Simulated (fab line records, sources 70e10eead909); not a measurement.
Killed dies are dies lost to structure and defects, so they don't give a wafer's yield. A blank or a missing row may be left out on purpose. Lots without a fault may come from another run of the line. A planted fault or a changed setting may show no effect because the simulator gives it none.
Which tool did it? | flow nand_harc | 12 lots, 36 wafers sampled, at 6 steps of a route of 1302

WHAT THE GAUGES READ, wafer by wafer
NHARC_A_ONON_D2_THK_MEAS_08: measures by ellipsometry. Usual: thk_nm 1003 nm, standard deviation 9.6.
lot  | measured     | on            | thk_nm (nm)    | flag
L907 | day 12 11:37 | film_metro-02 | 1000 1002 1000 |
L908 | day 13 10:32 | film_metro-02 | 1001 1001 1001 |
L909 | day 14 07:14 | film_metro-01 | 993 995 992    |
L911 | day 14 21:33 | film_metro-01 | 1007 1008 1007 |
L912 | day 14 21:35 | film_metro-02 | 993 994 990    |
L913 | day 15 10:03 | film_metro-01 | 1001 1001 1003 |
L914 | day 15 18:31 | film_metro-02 | 1008 1008 1008 |
L923 | day 19 19:16 | film_metro-01 | 1119 1023 1118 | OFF
L926 | day 20 08:50 | film_metro-01 | 1011 1009 1010 |
L925 | day 20 08:56 | film_metro-02 | 1000 1000 1096 | OFF
L928 | day 21 11:32 | film_metro-02 | 989 990 992    |
L929 | day 22 10:44 | film_metro-02 | 1016 1015 1015 |

NHARC_END_SORT_01. Usual: killed_at_array 59, standard deviation 16; killed_at_other 0.7, standard deviation 1.1; killed_at_periphery 4, standard deviation 3; killed_dies 64, standard deviation 16; killed_open 3.4, standard deviation 1.8; killed_short 2.6, standard deviation 1.7.
lot  | measured     | on        | killed_at_array | killed_at_other | killed_at_periphery | killed_dies | killed_open | killed_short | flag
L909 | day 25 18:44 | prober-01 | 75 68 81        | 1 0 0           | 3 3 1               | 79 71 82    | 4 5 4       | 3 4 3        |
L923 | day 31 14:47 | prober-02 | 105 98 89       | 0 0 0           | 2 2 2               | 107 100 91  | 2 7 1       | 1 1 1        |

WHICH TOOL RAN EACH LOT (tool, then ch and the chambers of the sampled wafers, then the start)
lot  | NHARC_A_CHANNEL_FILL_D1_STRIP_28   | NHARC_A_CHANNEL_FILL_D1_ETCHBACK_08           | NHARC_A_ONON_D2_DEP_06           | NHARC_A_ONON_D2_DEP_33
L907 | rie_diel-01 ch 1,2,3, day 10 01:32 | rie_diel-01 ch 1,3, day 12 11:10 or earlier   | pecvd_onon-03 ch 0, day 12 11:10 | pecvd-03 ch 0,2, day 12 22:28
L908 | rie_diel-03 ch 1,2,3, day 10 21:31 | rie_diel-08 ch 0,1,3, day 13 10:01 or earlier | pecvd_onon-02 ch 0, day 13 10:01 | pecvd-01 ch 0,1,2, day 13 22:47
L909 | rie_diel-03 ch 1,2,3, day 11 17:38 | rie_diel-08 ch 1,2,3, day 14 06:43 or earlier | pecvd_onon-03 ch 0, day 14 06:43 | pecvd-02 ch 0,1,2, day 14 18:15
L911 | rie_diel-03 ch 0,1,2, day 12 07:11 | rie_diel-08 ch 0,1,2, day 14 21:02 or earlier | pecvd_onon-02 ch 0, day 14 21:02 | pecvd-02 ch 0,1,2, day 15 08:42
L912 | rie_diel-08 ch 2,3, day 12 10:55   | rie_diel-01 ch 1,2, day 14 21:02 or earlier   | pecvd_onon-03 ch 0, day 14 21:02 | pecvd-01 ch 0,2, day 15 08:47
L913 | rie_diel-08 ch 1,2,3, day 12 21:20 | rie_diel-08 ch 1,2,3, day 15 09:32 or earlier | pecvd_onon-02 ch 0, day 15 09:32 | pecvd-03 ch 0,2, day 15 21:41
L914 | rie_diel-01 ch 0,1,2, day 13 04:47 | rie_diel-08 ch 0,1,2, day 15 18:11 or earlier | pecvd_onon-04 ch 0, day 15 18:11 | pecvd-01 ch 0,1,2, day 16 05:30
L923 | rie_diel-08 ch 2,3, day 17 05:35   | rie_diel-01 ch 0,2,3, day 19 18:49 or earlier | pecvd_onon-02 ch 0, day 19 18:49 | pecvd-01 ch 0,1,2, day 20 06:31
L926 | rie_diel-08 ch 2,3, day 18 00:24   | rie_diel-01 ch 0,2,3, day 20 08:20 or earlier | pecvd_onon-03 ch 0, day 20 08:20 | pecvd-03 ch 0,1,2, day 20 17:17
L925 | rie_diel-03 ch 1,3, day 18 00:25   | rie_diel-08 ch 0,1,3, day 20 08:32 or earlier | pecvd_onon-02 ch 0, day 20 08:32 | pecvd-02 ch 0,1,2, day 20 17:16
L928 | rie_diel-08 ch 0,1, day 18 23:52   | rie_diel-03 ch 0,2,3, day 21 11:01 or earlier | pecvd_onon-03 ch 0, day 21 11:01 | pecvd-02 ch 0,1, day 21 22:45
L929 | rie_diel-03 ch 1,3, day 19 06:49   | rie_diel-01 ch 0,1,3, day 22 10:17 or earlier | pecvd_onon-03 ch 0, day 22 10:17 | pecvd-03 ch 0,1,2, day 22 21:49
- NHARC_A_CHANNEL_FILL_D1_STRIP_28: strips in O2, time 20 s.
- NHARC_A_CHANNEL_FILL_D1_ETCHBACK_08: etches the open film in C4F8, target depth 220 nm, time 110 s.
- NHARC_A_ONON_D2_DEP_06: target thk 1000 nm.
- NHARC_A_ONON_D2_DEP_33: deposits SiO2, target thk 200 nm.

WHAT THE TOOLS THEMSELVES READ (means of the sampled wafers that have a number; where no wafer has one, the mark that the record gives instead)
NHARC_A_CHANNEL_FILL_D1_STRIP_28. Usual: drypump_motor_current_A 5.7 A, standard deviation 0.46; oes_product_au 1.000 a.u., standard deviation 0.013; rf_vpp_V 57.8 V, standard deviation 0.97; showerhead_plenum_p_Torr 3.55 Torr, standard deviation 0.15; throttle_valve_pct 17.035 %, standard deviation 0.0089.
lot  | tool        | drypump_motor_current_A (A) | oes_product_au (a.u.) | rf_vpp_V (V) | showerhead_plenum_p_Torr (Torr) | throttle_valve_pct (%) | flag
L907 | rie_diel-01 | 6.1                         | 1.005                 | 57.9         | 3.60                            | 17.038                 |
L908 | rie_diel-03 | 5.2                         | 1.001                 | 58.0         | 3.61                            | 17.035                 |
L909 | rie_diel-03 | 5.2                         | 1.003                 | 58.0         | 3.61                            | 17.031                 |
L911 | rie_diel-03 | 5.4                         | 1.012                 | 58.1         | 3.62                            | 17.024                 |
L912 | rie_diel-08 | 5.6                         | 0.980                 | 57.5         | 3.47                            | 17.040                 |
L913 | rie_diel-08 | 5.8                         | 1.004                 | 57.5         | 3.39                            | 17.030                 |
L914 | rie_diel-01 | 6.2                         | 1.010                 | 58.1         | 3.60                            | 17.038                 |
L923 | rie_diel-08 | 5.7                         | 1.000                 | 57.4         | 3.39                            | 17.038                 |
L926 | rie_diel-08 | 5.6                         | 0.986                 | 57.7         | 3.47                            | 17.034                 |
L925 | rie_diel-03 | 5.3                         | 0.983                 | 58.1         | 3.58                            | 17.023                 |
L928 | rie_diel-08 | 6.0                         | 1.002                 | 57.1         | 3.30                            | 17.034                 |
L929 | rie_diel-03 | 5.1                         | 0.985                 | 57.6         | 3.51                            | 17.038                 |

NHARC_A_CHANNEL_FILL_D1_ETCHBACK_08. Usual: oes_product_au 0.96 a.u., standard deviation 0.037; rf_vpp_V 440.2 V, standard deviation 3.
lot  | tool        | oes_product_au (a.u.) | rf_vpp_V (V) | flag
L907 | rie_diel-01 | 0.93                  | 443.4        |
L908 | rie_diel-08 | 1.00                  | 436.7        |
L909 | rie_diel-08 | 0.96                  | 438.8        |
L911 | rie_diel-08 | 0.99                  | 438.2        |
L912 | rie_diel-01 | 1.01                  | 440.9        |
L913 | rie_diel-08 | 0.92                  | 438.7        |
L914 | rie_diel-08 | 0.92                  | 438.9        |
L923 | rie_diel-01 | 1.00                  | 442.0        |
L926 | rie_diel-01 | 1.02                  | 442.1        |
L925 | rie_diel-08 | 0.96                  | 436.7        |
L928 | rie_diel-03 | 0.94                  | 444.6        |
L929 | rie_diel-01 | 0.93                  | 442.6        |

NHARC_A_ONON_D2_DEP_33. Usual: heater_power_w 593 W, standard deviation 86; throttle_valve_pct 15.9 %, standard deviation 0.46.
lot  | tool     | heater_power_w (W) | throttle_valve_pct (%) | flag
L907 | pecvd-03 | 658                | 16.1                   |
L908 | pecvd-01 | 615                | 16.4                   |
L909 | pecvd-02 | 595                | 15.9                   |
L911 | pecvd-02 | 575                | 15.8                   |
L912 | pecvd-01 | 653                | 16.3                   |
L913 | pecvd-03 | 582                | 16.3                   |
L914 | pecvd-01 | 669                | 16.1                   |
L923 | pecvd-01 | 649                | 16.3                   |
L926 | pecvd-03 | 556                | 15.7                   |
L925 | pecvd-02 | 555                | 15.7                   |
L928 | pecvd-02 | 603                | 16.0                   |
L929 | pecvd-03 | 509                | 15.8                   |

THE ANSWER, worked out from the rows above alone
Rule: a lot is off if the mean of its wafers that have a number lies more than 3 standard deviations from the usual mean. A lot without any number at a reading at which 4 lots or more have one is off too. The other lots that the step has rows for count as sound. The gauges are gone through in route order, then the tools' own readings, and for those a lot's mean is taken as printed above. The first step at which some lot is off is used, and at that step the reading that is off furthest; a lot without a number counts as furthest.
Off: L923, L925, at NHARC_A_ONON_D2_THK_MEAS_08 (thk_nm).
A tool fits if, at a process step before that reading, it ran every lot that is off, and no sound lot after the first of them. The gauges at NHARC_A_ONON_D2_THK_MEAS_08 are tried like those tools. NHARC_A_CHANNEL_FILL_D1_ETCHBACK_08 gives no start for some lots, so the hours and the order of its lots are those of NHARC_A_ONON_D2_DEP_06. One fits: pecvd_onon-02 at NHARC_A_ONON_D2_DEP_06. Its last sound lot is L913 (day 15 09:32), its first lot that is off L923 (day 19 18:49): a fault that began between those two fits.

WHAT THE SIMULATOR HAD PUT IN
Process parameter drift: pecvd_onon-02, from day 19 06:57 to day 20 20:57, at NHARC_A_ONON_D2_DEP_06. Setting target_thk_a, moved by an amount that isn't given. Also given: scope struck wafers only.
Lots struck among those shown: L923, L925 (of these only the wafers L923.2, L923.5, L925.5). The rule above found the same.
